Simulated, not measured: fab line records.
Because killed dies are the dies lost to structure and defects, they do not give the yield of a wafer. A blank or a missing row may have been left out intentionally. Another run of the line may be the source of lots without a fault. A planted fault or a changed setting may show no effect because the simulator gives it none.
Comparing a struck lot with a sound one + flow nand-harc + 33 steps out of a route of 1159
Sound: these wafers, L137.1, L137.3, L137.6. Wafers struck: L152.2, L152.5, L152.6. Last of all comes the cause.
At each step with rows: each side's tool, then ch and its chambers, then its first start. Under that, the readings that differ: sound wafers + struck wafers + difference of the means + sigmas: that difference in standard deviations of wafers without a fault.
alike: same words and numbers on both sides, and readings whose means sit less than 2 such deviations apart. not compared: any withheld reading, any reading some wafer has no value for, any bound like >300 that may hide the same value, and any number with overlapping values for which the record gives no deviation.
A row with sigmas, a row that says differs or no value, or rows on one side alone: a step with any of these is where the two part. Numbers that have no deviation but don't overlap get no sigmas and don't part them. A reading that every wafer of one side lacks parts them only if that side has two wafers or more.

first, 1 step without rows for these wafers: NHARC_P_M0_DESCUM_14 (chemistry O2, time 3 s).
NHARC_P_M0_ETCH_34: etches the open film in N2/H2, target depth 40 nm, overetch 12 nm, time 43.94 s.
  sound on rie-diel-07 ch 1,2, day 7 02:28; struck on rie-diel-06 ch 2,3, day 10 10:43
  alike: chamber-pressure-mTorr, drypump-motor-current-A, oes-product-au, rf-vpp-V, showerhead-plenum-p-Torr, throttle-valve-pct
  not compared: rf-hours-counter-h
NHARC_P_M0_ETCH_15: etches the open film in C4F8/Ar, target depth 150 nm, overetch 15 nm, time 82.5 s.
  sound on rie-diel-07 ch 1,3; struck on rie-diel-06 ch 0,3
  alike: chamber-pressure-mTorr, oes-product-au, rf-vpp-V
  not compared: rf-hours-counter-h
NHARC_P_M0_CD_MEAS_16:
  sound on cd-sem-02, day 7 02:41; struck on cd-sem-03, day 10 10:55
  alike: cd-nm
then, 2 steps without rows for these wafers: NHARC_P_M0_STRIP_18 (strips in N2/H2); NHARC_P_M0_STRIP_19 (strips in post etch residue remover, time 600 s).
NHARC_P_M0_DEGAS_28: time 60 s.
  sound on pvd-sputter-03, day 7 03:19; struck on pvd-sputter-02, day 10 11:32
| reading            | sound       | struck      | difference | sigmas |
|--------------------|-------------|-------------|------------|--------|
| heater-power-w (W) | 322 300 312 | 427 431 333 | +86        | +2     |
then, 2 steps without rows for these wafers: NHARC_P_M0_PRE_CLEAN_29 (time 30 s); NHARC_P_M0_PVD_20 (deposits TaN, target thk 5 nm, time 8.06 s).
NHARC_P_M0_PVD_21: deposits Cu, target thk 30 nm, time 20.49 s.
  sound on pvd-sputter-03; struck on pvd-sputter-02
  alike: throttle-valve-pct
then, 1 step without rows for these wafers: NHARC_P_M0_ECD_22 (material Cu, target thk 400 nm).
NHARC_P_M0_ANNEAL_30: time 90 s.
  sound on rtp-anneal-01 ch 0, day 7 04:02; struck on rtp-anneal-02 ch 0, day 10 12:20
  alike: anneal-temp-c, wafer_temp_C_max
NHARC_P_M0_CMP_23: polishes, t overpolish 20 s, target thk 117.53 nm.
  sound on cmp-03 ch 1,2, day 7 04:23; struck on cmp-01 ch 1,2, day 10 12:38
  alike: motor-current-A, time-to-endpoint-s
NHARC_P_M0_THK_MEAS_24: measures by xrf.
  sound on film-metro-02, day 7 04:41; struck on film-metro-02, day 10 12:57
  alike: thk-nm
next, for these wafers, 1 step has no rows: NHARC_P_M0_SRD_25.
NHARC_P_M0_INSPECT_27:
  sound on defect-inspect-01, day 7 04:51; struck on defect-inspect-02, day 10 13:07
| reading          | sound       | struck      | difference | sigmas |
|------------------|-------------|-------------|------------|--------|
| raw-defect-count | 186 255 203 | 937 901 965 | +720       | +8     |
then, 12 steps without rows for these wafers: NHARC_P_M0_PRE_CLEAN_31 (time 12 s); NHARC_P_M0_DEP_32 (deposits SiCN, target thk 30 nm); NHARC_P_M1_DEP_00 (deposits SiOC, target thk 182.5 nm); NHARC_P_M1_DEHYDRATE_01 (time 120 s); NHARC_P_M1_HMDS_02 (time 30 s); NHARC_P_M1_COAT_34 (time 65 s); NHARC_P_M1_COAT_03 (resist thk 90 nm); NHARC_P_M1_SOFTBAKE_04 (time 55 s); NHARC_P_M1_EBR_05; NHARC_P_M1_EXPOSE_06 (exposes mask P M1, target cd 130 nm); NHARC_P_M1_PEB_07 (peb time 65 s); NHARC_P_M1_DEVELOP_08 (develop time 35 s).
NHARC_P_M1_CD_MEAS_09: the cd target is 130 nm.
  sound on cd-sem-02 ch 0, day 7 06:16; struck on cd-sem-03 ch 0, day 10 14:23
  alike: cd-nm
NHARC_P_M1_OVL_MEAS_10: pitch 260 nm.
  sound on overlay-02, day 7 06:22; struck on overlay-01, day 10 14:28
  alike: overlay-x-nm, overlay-y-nm
NHARC_P_M1_INSPECT_11:
  sound on defect-inspect-02, day 7 06:23; struck on defect-inspect-01, day 10 14:31
| reading          | sound | struck      | difference | sigmas      |
|------------------|-------|-------------|------------|-------------|
| raw-defect-count | 4 6 3 | 651 702 679 | +673       | +99 or more |
then, 1 step without rows for these wafers: NHARC_P_M1_DESCUM_14 (chemistry O2, time 3 s).
-- jump in the record: it breaks off in module P_M1 and resumes in module END (first step shown: number 1159 of the route), and 13 days separate the struck wafers' starts before and after --
NHARC_END_SORT_01:
  only the struck wafers appear in the record here, on prober-01 ch 0 at day 23 21:06; the sound ones have no rows

## WHERE THEY PART
Last at NHARC_END_SORT_01 as far as this record goes, first at NHARC_P_M0_DEGAS_28.

WHY: what had been put in by the simulator
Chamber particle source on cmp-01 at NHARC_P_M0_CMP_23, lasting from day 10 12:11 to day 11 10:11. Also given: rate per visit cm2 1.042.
